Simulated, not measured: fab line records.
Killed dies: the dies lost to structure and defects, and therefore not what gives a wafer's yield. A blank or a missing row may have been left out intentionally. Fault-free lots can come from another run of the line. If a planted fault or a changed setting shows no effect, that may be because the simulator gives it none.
fab line records    flow n5Finfet
record lots=10  wafers=26  lastDay=17
route steps=1938 shown BEOL_M4@1111 BEOL_M7@1310 BEOL_M8@1332 PASSIVATION@1936
lots untouched by any fault: they come from a run of this same line in which no faults occurred
startH: hours from the record's first day to the start of the lot's first wafer shown    waitH: how many hours have passed since the lot's step before this one    " same as the row above    L1.1+2: one row covering several wafers at once    - either no value or no given start    * or withheld: withheld    < > ~ a bound
route shown NAME@n: NAME is a module with steps in the file, n the number in the route of the first one    usual: mean and standard deviation over wafers with no fault    same: alike in all rows    chamber/n: place in a boat    sites: readings site by site    _std_site: standard deviation across them    _edge_site: mean of outer sites minus mean of inner sites    radiusMm: how far each site lies from the wafer's centre    mask NAME#n: copy n    behind: tool/chamber where the wafer was last shaped    hold: reason for holding the lot/hours on hold/outcome of the hold    device: which transistor (n, p or np) failed to switch    end of line: the route-end tests of the same wafers    a step without rows: its recipe alone    killed: dies lost to structure and defects at the first sort, not the wafer's yield    map: the dies of a wafer, with x for killed, . for not killed, _ for no die there
set.NAME: the setting the step ran with; set.NAME@STEP: the setting that earlier step ran with    model.NAME: the simulator's own value behind a step, which no gauge read
route steps across a sampled set of lots; one table per step, one row per wafer
services: a tool's chamber out of use, with start hour (startH, from the record's first day; less than 0 if before it), hours out, and reason
## steps
# step N5_BEOL_M4_RC_MEAS_101
# usual DIBL_N=36.1/1.5  DIBL_P=36.1/1.9  IOFF_N=0.159/0.029  IOFF_P=0.21/0.038  ION_N=675/11  ION_P=464/8.1  SS_N=71.5/0.57  SS_P=73.3/0.64  VT_N=249/3.1  VT_P=-250/3.8
lot.wafer  tool       chamber  startH  waitH  DIBL_N[mV/V]  DIBL_P[mV/V]  IOFF_N[nA/um]  IOFF_P[nA/um]  ION_N[uA/um]  ION_P[uA/um]  SS_N[mV/dec]  SS_P[mV/dec]  VT_N[mV]  VT_P[mV]
L213.1     prober-02  0        176.70  0.0    33.6          32.4          0.118          0.18           668           461           71.4          72.6          257       -248
L213.3     "          0        "       "      35.6          35.8          0.147          0.22           680           471           72.0          73.4          251       -249
L213.4     "          0        "       "      36.6          36.9          0.173          0.24           691           471           72.1          73.4          248       -249
L214.2     prober-01  0        177.54  0.2    37.8          37.3          0.161          0.24           666           464           71.8          73.8          249       -246
L214.4     "          0        "       "      35.9          34.2          0.137          0.19           672           462           72.3          72.5          250       -249
L214.5     "          0        "       "      36.7          36.4          0.148          0.22           654           454           71.5          73.3          253       -247
L216.2     prober-01  0        194.65  0.2    34.6          34.2          0.129          0.18           665           463           71.2          72.7          252       -254
L216.3     "          0        "       "      37.2          38.0          0.189          0.25           684           471           72.2          74.2          248       -248
L216.5     "          0        "       "      35.8          36.5          0.154          0.22           676           469           71.4          73.1          248       -250
L217.1     prober-02  0        199.70  0.0    38.1          37.4          0.169          0.23           670           461           72.0          73.6          250       -250
L217.5     "          0        "       "      36.5          35.2          0.151          0.20           679           469           71.3          73.0          249       -250
L217.6     "          0        "       "      37.6          35.9          0.170          0.20           669           458           71.9          73.2          247       -251
L219.1     prober-02  0        219.08  0.0    37.8          38.2          0.171          0.24           679           470           72.0          74.1          250       -249
L219.4     "          0        "       "      37.4          37.0          0.156          0.21           670           456           71.8          73.5          254       -249
L219.6     "          0        "       "      36.2          36.6          0.140          0.21           657           465           71.6          73.0          249       -250
L220.1     prober-02  0        220.88  0.0    37.8          37.7          0.172          0.25           677           474           71.8          73.7          247       -246
L220.5     "          0        "       "      36.9          36.1          0.151          0.23           676           466           71.4          73.1          249       -247
L222.5     prober-01  0        227.34  0.6    36.3          36.1          0.173          0.26           686           468           70.9          73.7          246       -244
L222.6     "          0        "       "      37.4          37.4          0.209          0.29           695           477           72.2          74.1          245       -241
L228.1     prober-01  0        269.52  0.0    35.6          37.1          0.150          0.19           663           457           71.3          73.5          253       -254
L228.4     "          0        "       "      36.9          37.5          0.166          0.19           676           460           72.4          73.6          248       -254
L232.1     prober-02  0        300.63  0.0    35.6          36.6          0.159          0.20           674           456           71.3          72.6          247       -252
L232.5     "          0        "       "      34.5          34.6          0.131          0.17           664           456           71.1          73.1          252       -255
L233.1     prober-02  0        306.03  0.0    37.1          37.1          0.173          0.30           677           479           71.4          73.3          246       -241
L233.2     "          0        "       "      37.5          37.7          0.192          0.32           689           481           72.1          73.7          247       -242
L233.6     "          0        "       "      37.6          37.6          0.198          0.31           686           473           72.0          74.3          245       -244
# step N5_BEOL_M7_STRIP_80
# recipe chemistry=N2/H2  timeS=10  powerW=450  tempC=40  pressureMtorr=20  rfFrequencyHz=6e+07  biasPowerW=7  n2FlowSccm=200  h2FlowSccm=200
# usual drypumpMotorCurrentA=5.5/0.46  n2FlowSccm=200.1/0.56  oesProductAu=0.81/0.12  rfVppV=59.1/0.94  showerheadPlenumPTorr=2.51/0.1  throttleValvePct=23.3/0.47
lot.wafer  tool        chamber  startH  waitH  drypumpMotorCurrentA  n2FlowSccm  oesProductAu  rfHoursCounterH  rfVppV  showerheadPlenumPTorr  throttleValvePct
L213.1     rieDiel-05  2        -       -      5.7                   199.5       0.66          247              58.7    2.59                   22.9
L213.3     "           3        "       "      5.0                   200.0       1.00          0                57.7    2.49                   22.8
L213.4     "           0        "       "      5.5                   200.6       0.88          53               60.2    2.56                   22.7
L214.2     rieDiel-04  2        -       -      6.3                   199.4       0.69          225              59.0    2.51                   24.1
L214.4     "           1        "       "      5.0                   201.1       0.70          174              59.8    2.42                   23.7
L214.5     "           3        "       "      6.1                   199.8       0.76          -                59.2    2.44                   23.5
L216.2     rieDiel-04  3        -       -      6.0                   199.8       0.76          138              59.7    2.44                   23.5
L216.3     "           0        "       "      5.1                   200.4       0.69          221              58.9    2.40                   23.5
L216.5     "           2        "       "      6.3                   199.5       0.69          -                58.1    2.51                   24.1
L217.1     rieDiel-04  3        -       -      6.1                   200.5       0.76          140              57.3    2.44                   23.5
L217.5     "           1        "       "      5.0                   200.3       0.70          -                59.2    2.41                   23.7
L217.6     "           0        "       "      5.1                   200.1       0.70          -                58.1    2.40                   23.5
L219.1     rieDiel-05  2        -       -      5.8                   200.0       0.65          260              61.0    2.59                   22.9
L219.4     "           2        "       "      5.7                   200.1       0.65          -                60.8    2.59                   22.9
L219.6     "           3        "       "      5.0                   200.3       0.94          -                58.0    2.48                   22.8
L220.1     rieDiel-04  3        -       -      6.1                   200.0       0.76          147              57.8    2.43                   23.5
L220.5     "           2        "       "      6.3                   200.4       0.69          -                58.8    2.51                   24.1
L222.5     rieDiel-05  3        -       -      5.0                   200.4       0.92          -                60.1    2.48                   22.8
L222.6     "           1        "       "      5.8                   201.5       0.98          -                61.3    2.73                   23.7
L228.1     rieDiel-04  3        -       -      6.1                   199.6       0.73          171              56.8    2.42                   23.5
L228.4     "           2        "       "      6.3                   199.2       0.99          -                58.2    2.50                   24.0
L232.1     rieDiel-05  2        -       -      5.7                   200.0       0.95          15               57.9    2.58                   22.7
L232.5     "           2        "       "      5.7                   200.7       0.95          -                58.2    2.58                   22.7
L233.1     rieDiel-05  3        -       -      5.0                   201.3       0.87          41               58.5    2.47                   22.8
L233.2     "           2        "       "      5.8                   200.3       0.93          19               59.5    2.58                   22.7
L233.6     "           3        "       "      5.0                   200.1       0.88          -                59.6    2.47                   22.8
# step N5_BEOL_M7_SURFACE_TREAT_79
# recipe gas=Ar  timeS=*  ionEnergyEv=*  ionCurrentMaCm2=0.5  pressureMtorr=*  arFlowSccm=30
# usual throttleValvePct=*
lot.wafer  tool           chamber  startH  waitH  throttleValvePct
L214.2     pvdSputter-02  -        205.53  0.4    *
L214.4     "              -        "       "      *
L214.5     "              -        "       "      *
L213.1     pvdSputter-01  -        205.69  0.2    *
L213.3     "              -        "       "      *
L213.4     "              -        "       "      *
L216.2     pvdSputter-02  -        220.79  0.2    *
L216.3     "              -        "       "      *
L216.5     "              -        "       "      *
L217.1     pvdSputter-01  -        224.79  1.3    *
L217.5     "              -        "       "      *
L217.6     "              -        "       "      *
L219.1     pvdSputter-02  -        244.78  0.2    *
L219.4     "              -        "       "      *
L219.6     "              -        "       "      *
L220.1     pvdSputter-01  -        247.59  0.2    *
L220.5     "              -        "       "      *
L222.5     pvdSputter-01  -        252.14  0.0    *
L222.6     "              -        "       "      *
L228.1     pvdSputter-01  -        314.64  0.2    *
L228.4     "              -        "       "      *
L232.1     pvdSputter-02  -        325.44  0.4    *
L232.5     "              -        "       "      *
L233.1     pvdSputter-03  -        338.26  0.3    *
L233.2     "              -        "       "      *
L233.6     "              -        "       "      *
# step N5_BEOL_M8_ILD_DEP_00
# recipe material=SiCOH_lowk  targetThkA=1797.5  tempC=300  precursor=DEMS/porogen  pressureTorr=5  rfW=500  timeS=33.4
# usual heaterPowerW=323/64  showerheadPlenumPTorr=5.734/0.013  susceptorTempC=300.03/0.19  throttleValvePct=13.9/0.59
lot.wafer  tool      chamber  startH  waitH  heaterPowerW  showerheadPlenumPTorr  susceptorTempC  throttleValvePct
L214.2     pecvd-04  1        206.92  0.0    426           5.737                  300.07          14.2
L214.4     "         0        "       "      309           5.748                  300.28          13.8
L214.5     "         2        "       "      238           5.726                  300.17          13.9
L213.1     pecvd-04  2        207.37  0.0    287           5.743                  300.12          13.9
L213.3     "         1        "       "      420           5.709                  300.07          14.1
L213.4     "         2        "       "      288           5.724                  299.97          13.9
L216.2     pecvd-02  1        222.52  0.0    324           5.734                  299.73          13.8
L216.3     "         2        "       "      339           5.708                  300.03          13.6
L216.5     "         2        "       "      353           5.723                  300.15          13.6
L217.1     pecvd-02  0        226.21  0.0    325           5.744                  299.94          13.5
L217.5     "         1        "       "      264           5.742                  299.89          14.0
L217.6     "         0        "       "      345           5.727                  299.82          13.5
L219.1     pecvd-04  2        245.95  0.0    257           5.732                  299.86          14.1
L219.4     "         1        "       "      347           5.718                  300.32          14.1
L219.6     "         2        "       "      258           5.732                  300.06          13.9
L220.1     pecvd-03  1        248.93  0.0    223           5.743                  299.94          13.0
L220.5     "         0        "       "      244           5.741                  299.96          15.5
L222.5     pecvd-03  0        255.07  0.1    273           5.729                  300.03          15.8
L222.6     "         1        "       "      212           5.746                  299.68          13.2
L228.1     pecvd-02  1        316.26  0.0    298           5.733                  300.05          13.9
L228.4     "         0        "       "      392           5.742                  300.16          13.7
L232.1     pecvd-02  0        326.71  0.0    377           5.735                  300.23          13.9
L232.5     "         2        "       "      370           5.709                  300.54          13.4
L233.1     pecvd-02  2        339.74  0.0    393           5.731                  300.11          13.8
L233.2     "         0        "       "      351           5.743                  299.71          13.7
L233.6     "         2        "       "      399           5.720                  299.85          13.9
# step N5_BEOL_M8_THK_MEAS_01
# recipe reads=SiCOH_lowk_of_BEOL_M8_ILD_DEP_00
# usual M8_ILD_THK=154.4/1.9
lot.wafer  tool          chamber  startH  waitH  M8_ILD_THK[nm]
L214.2     filmMetro-01  -        207.51  0.4    151.5
L214.4     "             -        "       "      154.2
L214.5     "             -        "       "      153.4
L213.1     filmMetro-02  -        208.47  0.8    151.2
L213.3     "             -        "       "      150.9
L213.4     "             -        "       "      155.7
L216.2     filmMetro-01  -        223.28  0.4    151.2
L216.3     "             -        "       "      151.3
L216.5     "             -        "       "      154.4
L217.1     filmMetro-02  -        226.79  0.4    152.4
L217.5     "             -        "       "      156.8
L217.6     "             -        "       "      155.6
L219.1     filmMetro-01  -        246.53  0.4    154.4
L219.4     "             -        "       "      155.6
L219.6     "             -        "       "      157.2
L220.1     filmMetro-02  -        249.51  0.4    152.9
L220.5     "             -        "       "      156.7
L222.5     filmMetro-01  -        255.63  0.1    155.9
L222.6     "             -        "       "      155.6
L228.1     filmMetro-01  -        316.84  0.4    240.0
L228.4     "             -        "       "      155.6
L232.1     filmMetro-01  -        327.97  0.8    235.9
L232.5     "             -        "       "      239.9
L233.1     filmMetro-01  -        340.32  0.4    239.4
L233.2     "             -        "       "      152.8
L233.6     "             -        "       "      157.2
# step N5_BEOL_M8_OVL_MEAS_12
# recipe pointsPerWafer=44
# usual M8_OVL=0.3/0.66
lot.wafer  tool        chamber  startH  waitH  M8_OVL[nm]
L214.2     overlay-01  0        210.11  0.0    0.6
L214.4     "           0        "       "      0.4
L214.5     "           0        "       "      0.4
L213.1     overlay-02  0        211.37  0.0    -0.6
L213.3     "           0        "       "      0.0
L213.4     "           0        "       "      -0.9
L216.2     overlay-02  0        226.04  0.0    -0.3
L216.3     "           0        "       "      -0.2
L216.5     "           0        "       "      -0.6
L217.1     overlay-02  0        227.29  0.0    1.4
L217.5     "           0        "       "      0.7
L217.6     "           0        "       "      1.0
L219.1     overlay-01  0        248.03  0.0    0.0
L219.4     "           0        "       "      0.4
L219.6     "           0        "       "      0.1
L220.1     overlay-02  0        250.28  0.0    0.9
L220.5     "           0        "       "      0.2
L222.5     overlay-01  0        257.21  0.0    0.6
L222.6     "           0        "       "      -0.2
L228.1     overlay-01  0        317.84  0.0    0.7
L228.4     "           0        "       "      0.0
L232.1     overlay-02  0        332.41  0.0    1.7
L232.5     "           0        "       "      0.7
L233.1     overlay-01  0        341.28  0.0    -0.6
L233.2     "           0        "       "      0.9
L233.6     "           0        "       "      0.6
# step N5_PASSIVATION_PROBE_49
# usual defectLimitedYield=91.5/1.6  killed_at_M0_to_M3=33/10  killed_at_M4_up=13/5.6  killedAtContacts=13/6  killedAtFrontEnd=39/12  killedAtOther=3.0/2.8  killedDies=101/19  killedOnRim=13/4  killedOpen=65/13  killedShort=32/8.3  sort_bin_5_function=5.0/1  sort_bin_6_memory=3.1/0.69  sortNPass=1079/19  sortYieldPct=91.5/1.6
# same grossDies=1180  killedAtBackSide=0  sort_bin_4_leakage[%]=0  sort_bin_8_speed[%]=0
lot.wafer  tool       chamber  startH  waitH  defectLimitedYield[%]  killed_at_M0_to_M3  killed_at_M4_up  killedAtContacts  killedAtFrontEnd  killedAtOther  killedDies  killedOnRim  killedOpen  killedShort  sort_bin_5_function[%]  sort_bin_6_memory[%]  sortNPass  sortYieldPct[%]
L228.1     prober-02  -        389.49  0.0    0                      15                  1130             14                21                0              1180        152          42          15           98.3                    1.6                   0          0
L228.4     prober-02  -        389.64  0.2    92.9                   28                  13               8                 34                1              84          10           53          24           3.4                     3.0                   1096       92.9
L232.1     prober-01  -        397.93  0.0    0                      31                  1071             17                58                3              1180        152          84          35           95.1                    4.6                   0          0
L232.5     prober-01  -        398.13  0.2    0                      30                  1066             25                54                5              1180        152          80          39           96.4                    3.2                   0          0
L233.1     prober-02  -        414.82  0.0    0                      26                  1102             6                 39                7              1180        152          54          34           97.1                    2.5                   0          0
L233.2     prober-02  -        414.87  0.1    91.1                   33                  15               6                 44                7              105         16           69          33           6.2                     2.2                   1075       91.1
L233.6     prober-02  -        415.07  0.3    91.9                   37                  18               8                 31                1              95          11           52          41           5.3                     2.5                   1085       91.9
# killed by level:class
L228.1 BEOL_M8:areaEtch=1120 MOL_CONTACT_COAG:geometricParticle:open=13 STI_FIN_REVEAL:geometricParticle:open=7 BEOL_M3:geometricParticle:open=6 STARTING-WAFER:geometricParticle:open=4 GATE_CUT:geometricParticle:open=3 GATE_CUT:geometricParticle:short=2 BEOL_M0_SAQP:geometricParticle:short=2
L228.4 STI_FIN_REVEAL:geometricParticle:open=10 BEOL_M3:geometricParticle:open=8 HKMG_FIN:areaEtch=7 BEOL_M1:geometricParticle:open=6 MOL_CONTACT_COAG:geometricParticle:open=5 BEOL_M8:geometricParticle:open=4 GATE_CUT:geometricParticle:short=3 MOL_CONTACT_COAG:geometricParticle:short=3
L232.1 BEOL_M8:areaEtch=1058 STI_FIN_REVEAL:geometricParticle:open=19 MOL_CONTACT_COAG:geometricParticle:open=14 FIN_SAQP:geometricParticle:open=12 BEOL_M0_SAQP:geometricParticle:open=11 BEOL_M0_SAQP:geometricParticle:short=9 FIN_SAQP:geometricParticle:short=9 BEOL_M5:geometricParticle:open=6
L232.5 BEOL_M8:areaEtch=1057 MOL_CONTACT_COAG:geometricParticle:open=21 STI_FIN_REVEAL:geometricParticle:open=16 GATE_CUT:geometricParticle:short=13 BEOL_M0_SAQP:geometricParticle:open=13 FIN_SAQP:geometricParticle:short=6 FIN_SAQP:geometricParticle:open=5 BEOL_M0_SAQP:geometricParticle:short=5
L233.1 BEOL_M8:areaEtch=1091 STI_FIN_REVEAL:geometricParticle:open=11 FIN_SAQP:geometricParticle:short=6 BEOL_M3:geometricParticle:open=6 STI_FIN_REVEAL:geometricParticle:short=5 MOL_CONTACT_COAG:geometricParticle:open=5 BEOL_M0_SAQP:geometricParticle:short=5 BEOL_M1:geometricParticle:open=5
L233.2 FIN_SAQP:geometricParticle:short=10 DUMMY_GATE:geometricParticle:open=10 STI_FIN_REVEAL:geometricParticle:open=9 BEOL_M0:geometricParticle:open=5 BEOL_M2:geometricParticle:open=5 BEOL_M4:geometricParticle:open=5 MOL_CONTACT_COAG:geometricParticle:open=4 BEOL_M0_SAQP:geometricParticle:short=4
L233.6 BEOL_M0_SAQP:geometricParticle:open=11 BEOL_M0_SAQP:geometricParticle:short=11 FIN_SAQP:geometricParticle:short=8 MOL_CONTACT_COAG:geometricParticle:open=8 STI_FIN_REVEAL:geometricParticle:open=7 BEOL_M5:geometricParticle:short=6 BEOL_M3:geometricParticle:open=4 BEOL_M8:geometricParticle:open=4
## services
tool           chamber  startH  hours  kind
rieDiel-04     1        183.48  4.8    repair
rieDiel-05     1        212.43  -      clean
rieDiel-05     1        212.43  -      consumableReplace:focusRing
rieDiel-05     1        212.43  -      consumableReplace:showerhead
rieDiel-05     1        212.43  30.8   scheduledDown
rieDiel-05     1        212.43  30.8   ventCycle
pecvd-03       0        218.77  14.6   repair
pecvd-03       -        232.87  3.7    repair
rieDiel-05     2        243.42  -      clean
rieDiel-05     2        243.42  -      consumableReplace:focusRing
rieDiel-05     2        243.42  18.1   scheduledDown
rieDiel-05     2        243.42  18.1   ventCycle
pecvd-04       0        271.90  10.6   repair
pecvd-02       -        278.99  1.1    repair
rieDiel-04     2        287.02  -      clean
rieDiel-04     2        287.02  -      consumableReplace:focusRing
pecvd-02       0        297.90  5.5    scheduledDown
rieDiel-04     0        309.21  -      clean
rieDiel-04     0        309.21  -      consumableReplace:esc
rieDiel-04     0        309.21  -      consumableReplace:focusRing
rieDiel-04     0        309.21  -      consumableReplace:showerhead
rieDiel-04     0        309.21  25.9   scheduledDown
rieDiel-04     0        309.21  25.9   ventCycle
pvdSputter-03  -        328.74  2.3    repair
## key
firstSign step=N5_BEOL_M8_THK_MEAS_01  reading=M8_ILD_THK  direction=up  sigmas=45  usual=154.4  struck=238.8
effect step=N5_PASSIVATION_PROBE_49  reading=killed_at_M4_up  direction=up  sigmas=99+  usual=13  struck=1092
moreKillsBornAt N5_BEOL_M8_ETCH_41@rieDiel-01=3235  N5_BEOL_M8_ETCH_41@rieDiel-06=1091
metAt N5_BEOL_M8_ILD_DEP_00
struckLots L228,L232,L233
struckWafers L228.1,L232.1,L232.5,L233.1
laterRowsLeftOut L228.1,L232.1,L232.5,L233.1
notActingAt N5_BEOL_M7_STRIP_80,N5_BEOL_M7_SURFACE_TREAT_79,N5_BEOL_M8_OVL_MEAS_12
onsetBetween 226.21 316.26
fault kind=processParameterDrift  tool=pecvd-02  chamber=-  onsetH=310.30  steps=N5_BEOL_M8_ILD_DEP_00  channel=timeS  offset=*  shape=step  endH=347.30  scope=struckWafersOnly  actsIn=*  stated=*
# laterRowsLeftOut: the simulator's readings of these wafers behind a module that went badly wrong aren't trusted and aren't shown, but for the sort
